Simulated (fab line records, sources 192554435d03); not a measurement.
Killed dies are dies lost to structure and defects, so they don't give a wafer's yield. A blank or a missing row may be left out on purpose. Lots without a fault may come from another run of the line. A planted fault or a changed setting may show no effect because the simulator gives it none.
Which tool did it? | flow n5_finfet | 10 lots, 25 wafers sampled, at 5 steps of a route of 1938

WHAT THE GAUGES READ, wafer by wafer
N5_BEOL_M4_RC_MEAS_101.
lot  | measured     | on        | CJ_N           | DIBL_N (mV/V)  | DIBL_P (mV/V)  | IOFF_N (nA/um)    | IOFF_N_85C (nA/um) | IOFF_N_LIN (nA/um) | IOFF_N_LONG (nA/um)        | IOFF_P (nA/um) | ION_N (uA/um) | ION_P (uA/um) | REXT_N (ohm.um)   | SS_N (mV/dec)  | SS_P (mV/dec)  | VT_N (mV)   | VT_N_LVT (mV)     | VT_P (mV)
L482 | day 8 04:13  | prober-01 | 4.31 4.42      | 32.7 35.3      | 32.0 35.6      | 0.112 0.149       | 2.3 3.0            | 0.057 0.071        | 5.41e-05 5.4e-05           | 0.15 0.19      | 668 671       | 454 462       | 73.9 73.9         | 70.4 71.5      | 72.0 72.9      | 253 249     | 101.8 98.2        | -257 -253
L488 | day 10 06:52 | prober-01 | 4.30 4.31      | 34.8 36.5      | 33.0 35.5      | 0.131 0.164       | 2.6 3.2            | 0.061 0.074        | 6.09e-05 6.01e-05          | 0.20 0.24      | 651 671       | 456 465       | 76.8 76.7         | 71.4 71.7      | 72.0 73.1      | 253 249     | 99.7 98.2         | -250 -245
L489 | day 10 15:08 | prober-01 | 4.37 4.29 4.31 | 37.8 38.0 37.6 | 38.9 39.1 38.2 | 0.187 0.190 0.177 | 3.6 3.6 3.4        | 0.086 0.087 0.082  | 5.69e-05 5.8e-05 5.72e-05  | 0.29 0.29 0.27 | 684 688 673   | 478 479 469   | 73.7 73.4 73.2    | 71.4 72.1 71.1 | 73.6 73.4 73.6 | 246 248 248 | 98.3 98.7 98.9    | -243 -243 -244
L495 | day 12 11:51 | prober-01 | 3.98 4.01 4.00 | 27.4 24.8 24.8 | 41.0 37.4 37.9 | 0.059 0.043 0.043 | 1.3 1.0 1.0        | 0.035 0.027 0.027  | 5.1e-05 5.1e-05 5.18e-05   | 0.30 0.23 0.24 | 533 529 527   | 471 470 469   | 147.1 147.3 147.5 | 70.0 69.9 70.2 | 74.4 73.9 73.5 | 266 270 271 | 115.4 118.2 120.7 | -245 -248 -246
L496 | day 12 13:32 | prober-01 | 3.99 4.07 3.89 | 24.5 25.1 23.1 | 35.3 35.9 34.1 | 0.038 0.039 0.032 | 1.0 1.0 0.8        | 0.023 0.024 0.021  | 4.78e-05 4.78e-05 4.63e-05 | 0.19 0.20 0.16 | 524 523 510   | 464 459 461   | 154.0 156.1 157.6 | 69.5 69.5 68.7 | 72.9 73.0 71.9 | 273 273 276 | 121.5 122.2 124.0 | -253 -252 -253
L497 | day 12 12:45 | prober-02 | 3.89 3.65 3.65 | 23.0 22.4 24.9 | 35.0 34.0 37.1 | 0.033 0.030 0.042 | 0.8 0.8 1.0        | 0.021 0.019 0.026  | 4.54e-05 4.37e-05 4.48e-05 | 0.18 0.17 0.21 | 513 501 522   | 465 458 472   | 151.9 154.5 151.9 | 69.0 69.3 69.5 | 72.5 72.6 73.0 | 277 278 272 | 125.9 128.0 122.9 | -251 -252 -252
L500 | day 13 12:14 | prober-01 | 4.29 4.27      | 33.4 32.2      | 31.5 30.3      | 0.118 0.107       | 2.4 2.2            | 0.060 0.056        | 5.55e-05 5.62e-05          | 0.16 0.15      | 669 668       | 455 461       | 77.1 77.1         | 71.0 69.9      | 72.4 72.7      | 252 255     | 101.1 101.8       | -255 -254
L501 | day 13 12:34 | prober-02 | 4.19 4.15      | 34.3 34.5      | 34.8 34.4      | 0.135 0.128       | 2.7 2.6            | 0.067 0.063        | 5.76e-05 5.69e-05          | 0.20 0.18      | 665 665       | 463 462       | 78.4 77.3         | 71.1 70.9      | 73.0 73.1      | 251 253     | 97.9 100.1        | -249 -252
L502 | day 13 18:03 | prober-01 | 4.38 4.43      | 36.7 35.5      | 35.4 34.4      | 0.172 0.151       | 3.4 3.0            | 0.080 0.072        | 5.94e-05 5.91e-05          | 0.21 0.20      | 682 684       | 463 465       | 74.2 73.7         | 71.5 71.0      | 73.3 73.7      | 247 246     | 94.0 95.7         | -250 -248
L503 | day 13 21:29 | prober-02 | 4.37 4.42 4.35 | 36.5 35.6 36.0 | 36.4 35.2 35.8 | 0.155 0.144 0.139 | 3.0 2.9 2.8        | 0.070 0.068 0.066  | 5.66e-05 5.62e-05 5.54e-05 | 0.19 0.16 0.17 | 671 678 670   | 453 456 452   | 73.8 72.8 73.9    | 72.0 71.4 71.6 | 73.5 73.4 73.5 | 250 251 249 | 96.2 95.4 98.2    | -254 -257 -253

WHICH TOOL RAN EACH LOT (tool, then ch and the chambers of the sampled wafers, then the start)
lot  | N5_DUMMY_GATE_ETCH_23           | N5_SD_EPI_N_ETCHBACK_44           | N5_SD_EPI_N_ETCH_16               | N5_SD_EPI_N_VAPOR_ETCH_50
L482 | rie_si-01 ch 0,1, day 3 12:37   | rie_diel-03 ch 0,1, day 3 14:34   | rie_diel-03 ch 0,1, day 3 14:46   | epi_rpcvd-02 ch 0, day 3 15:38
L488 | rie_si-01 ch 1,3, day 4 23:03   | rie_diel-06 ch 0,1, day 5 02:11   | rie_diel-06 ch 0,1, day 5 02:23   | epi_rpcvd-03 ch 0, day 5 03:16
L489 | rie_si-05 ch 1,2, day 5 04:23   | rie_diel-03 ch 0,2,3, day 5 07:28 | rie_diel-03 ch 0,2,3, day 5 07:38 | epi_rpcvd-03 ch 0, day 5 08:34
L495 | rie_si-01 ch 0,3, day 6 16:50   | rie_diel-02 ch 0,3, day 6 18:53   | rie_diel-02 ch 0,3, day 6 19:05   | epi_rpcvd-02, day 6 20:02
L496 | rie_si-05 ch 0,1,2, day 7 00:52 | rie_diel-06 ch 0,1, day 7 02:53   | rie_diel-06 ch 0,1, day 7 03:05   | epi_rpcvd-03, day 7 04:08
L497 | rie_si-01 ch 0,1,3, day 7 06:47 | rie_diel-03 ch 0,1,3, day 7 09:06 | rie_diel-03 ch 0,1,3, day 7 09:18 | epi_rpcvd-03, day 7 10:11
L500 | rie_si-05 ch 2, day 7 22:47     | rie_diel-03 ch 0,2, day 8 00:50   | rie_diel-03 ch 0,2, day 8 01:02   | epi_rpcvd-02 ch 0, day 8 01:58
L501 | rie_si-05 ch 3, day 8 03:53     | rie_diel-06 ch 2, day 8 06:07     | rie_diel-06 ch 2, day 8 06:19     | epi_rpcvd-04 ch 0, day 8 08:18
L502 | rie_si-03 ch 2, day 8 11:40     | rie_diel-06 ch 2, day 8 13:37     | rie_diel-06 ch 2, day 8 13:49     | epi_rpcvd-04 ch 0, day 8 14:55
L503 | rie_si-03 ch 0,1,3, day 8 17:50 | rie_diel-02 ch 2,3, day 8 20:38   | rie_diel-02 ch 2,3, day 8 20:50   | epi_rpcvd-03 ch 0, day 8 21:50
- N5_DUMMY_GATE_ETCH_23: etches poly-Si in HBr/Cl2/O2, target depth 41 nm, time 22.3 s.
- N5_SD_EPI_N_ETCHBACK_44: etches SiNx in CH3F/O2, stops on SiO2, target depth 14.5 nm.
- N5_SD_EPI_N_ETCH_16: etches SiO2 in CHF3/O2, target depth 5 nm.
- N5_SD_EPI_N_VAPOR_ETCH_50: etches Si in HCl, time 54 s.

WHAT THE TOOLS THEMSELVES READ (means of the sampled wafers that have a number; where no wafer has one, the mark that the record gives instead)
N5_DUMMY_GATE_ETCH_23.
lot  | tool      | HBr_flow_sccm (sccm) | O2_flow_sccm (sccm) | drypump_motor_current_A (A) | mfc_cl2_sccm (sccm) | oes_product_au (a.u.) | throttle_valve_pct (%)
L482 | rie_si-01 | 150.2                | 11.98               | 5.8                         | 79.47               | 1.000                 | 37.3
L488 | rie_si-01 | 149.4                | 11.98               | 5.4                         | 79.94               | 1.013                 | 37.2
L489 | rie_si-05 | 150.0                | 12.00               | 5.9                         | 80.01               | 1.012                 | 37.5
L495 | rie_si-01 | 149.9                | 12.02               | 5.3                         | 80.03               | 1.009                 | 37.2
L496 | rie_si-05 | 150.3                | 12.02               | 5.5                         | 79.92               | 0.991                 | 37.4
L497 | rie_si-01 | 150.0                | 12.03               | 5.5                         | 80.04               | 1.005                 | 37.2
L500 | rie_si-05 | 149.8                | 11.95               | 5.2                         | 79.91               | 1.006                 | 37.8
L501 | rie_si-05 | 149.6                | 11.97               | 5.6                         | 80.09               | 1.010                 | 37.7
L502 | rie_si-03 | 149.6                | 11.98               | 5.5                         | 79.80               | 1.014                 | 37.8
L503 | rie_si-03 | 149.8                | 12.00               | 5.3                         | 80.06               | 0.993                 | 36.9

N5_SD_EPI_N_ETCHBACK_44.
lot  | tool        | drypump_motor_current_A (A) | oes_product_au (a.u.) | rf_vpp_V (V) | showerhead_plenum_p_Torr (Torr) | throttle_valve_pct (%)
L482 | rie_diel-03 | 5.9                         | 0.67                  | 290          | 1.96                            | 16.56
L488 | rie_diel-06 | 6.1                         | 0.73                  | 302          | 2.03                            | 16.02
L489 | rie_diel-03 | 5.8                         | 0.76                  | 298          | 2.06                            | 16.34
L495 | rie_diel-02 | 5.4                         | 0.75                  | 295          | 2.02                            | 16.17
L496 | rie_diel-06 | 6.1                         | 0.70                  | 300          | 1.99                            | 16.13
L497 | rie_diel-03 | 5.8                         | 0.74                  | 298          | 2.06                            | 16.27
L500 | rie_diel-03 | 5.8                         | 0.73                  | 292          | 2.07                            | 16.55
L501 | rie_diel-06 | 5.2                         | 0.73                  | 298          | 2.04                            | 15.90
L502 | rie_diel-06 | 5.1                         | 0.73                  | 298          | 2.04                            | 15.90
L503 | rie_diel-02 | 5.1                         | 0.66                  | 295          | 2.01                            | 16.20

N5_SD_EPI_N_ETCH_16.
lot  | tool        | CHF3_flow_sccm (sccm) | O2_flow_sccm (sccm) | drypump_motor_current_A (A) | oes_product_au (a.u.) | rf_vpp_V (V) | showerhead_plenum_p_Torr (Torr) | throttle_valve_pct (%)
L482 | rie_diel-03 | 49.91                 | 4.998               | 6.0                         | 0.79                  | 509          | 2.37                            | 19.11
L488 | rie_diel-06 | 49.91                 | 5.002               | 6.2                         | 0.86                  | 532          | 2.44                            | 18.58
L489 | rie_diel-03 | 49.91                 | 5.003               | 5.8                         | 0.90                  | 526          | 2.48                            | 18.92
L495 | rie_diel-02 | 50.10                 | 4.998               | 5.4                         | 0.88                  | 520          | 2.43                            | 18.73
L496 | rie_diel-06 | 50.09                 | 5.008               | 6.1                         | 0.82                  | 527          | 2.40                            | 18.68
L497 | rie_diel-03 | 50.01                 | 5.013               | 5.8                         | 0.88                  | 526          | 2.48                            | 18.84
L500 | rie_diel-03 | 49.85                 | 5.005               | 5.8                         | 0.85                  | 514          | 2.49                            | 19.12
L501 | rie_diel-06 | 49.93                 | 5.003               | 5.1                         | 0.88                  | 524          | 2.46                            | 18.48
L502 | rie_diel-06 | 49.94                 | 4.990               | 5.1                         | 0.88                  | 525          | 2.45                            | 18.48
L503 | rie_diel-02 | 49.83                 | 4.998               | 5.1                         | 0.77                  | 521          | 2.42                            | 18.72

N5_SD_EPI_N_VAPOR_ETCH_50.
lot  | tool         | chamber_pressure_Torr (Torr) | lamp_inner_pct (%) | susceptor_temp_C (C) | throttle_valve_pct (%)
L482 | epi_rpcvd-02 | 20.04                        | 21.8               | 775.1                | 11.82
L488 | epi_rpcvd-03 | 19.98                        | 19.1               | 775.1                | 11.22
L489 | epi_rpcvd-03 | 20.02                        | 19.1               | 774.8                | 11.50
L495 | epi_rpcvd-02 | -                            | -                  | -                    | -
L496 | epi_rpcvd-03 | -                            | -                  | -                    | -
L497 | epi_rpcvd-03 | -                            | -                  | -                    | -
L500 | epi_rpcvd-02 | 20.02                        | 21.8               | 774.8                | 11.95
L501 | epi_rpcvd-04 | 20.07                        | 19.5               | 775.1                | 11.99
L502 | epi_rpcvd-04 | 20.01                        | 19.3               | 775.0                | 11.93
L503 | epi_rpcvd-03 | 19.97                        | 19.3               | 775.1                | 11.51

THE ANSWER, worked out from the rows above alone
Rule: what is usual is taken from the lots themselves. Put in order of their means at a reading, lots are off if they are a third of the lots or fewer, leave a main group of 4 or more, and stand apart from it by a gap of 3 or more times the standard deviation of the main group's means; of several such gaps the widest counts. A main group whose means are all the same, to the digits that the tables above print for the reading, isn't used. A lot without any number at a reading at which 4 lots or more have one is off too. The other lots that the step has rows for count as sound. The gauges are gone through in route order, then the tools' own readings, and for those a lot's mean is taken as printed above. The first step at which some lot is off is used, and at that step the reading that is off furthest; a lot without a number counts as furthest.
Off: L495, L496, L497, at N5_BEOL_M4_RC_MEAS_101 (REXT_N). The main group: mean 75.2 ohm.um, standard deviation 1.8.
A tool fits if, at a process step before that reading, it ran every lot that is off, and no sound lot after the first of them. The gauges at N5_BEOL_M4_RC_MEAS_101 aren't tried: what is off there is off at N5_SD_EPI_N_VAPOR_ETCH_50 too, on other tools, and a gauge's error can't cause that. None of those tried fits.

WHAT THE SIMULATOR HAD PUT IN
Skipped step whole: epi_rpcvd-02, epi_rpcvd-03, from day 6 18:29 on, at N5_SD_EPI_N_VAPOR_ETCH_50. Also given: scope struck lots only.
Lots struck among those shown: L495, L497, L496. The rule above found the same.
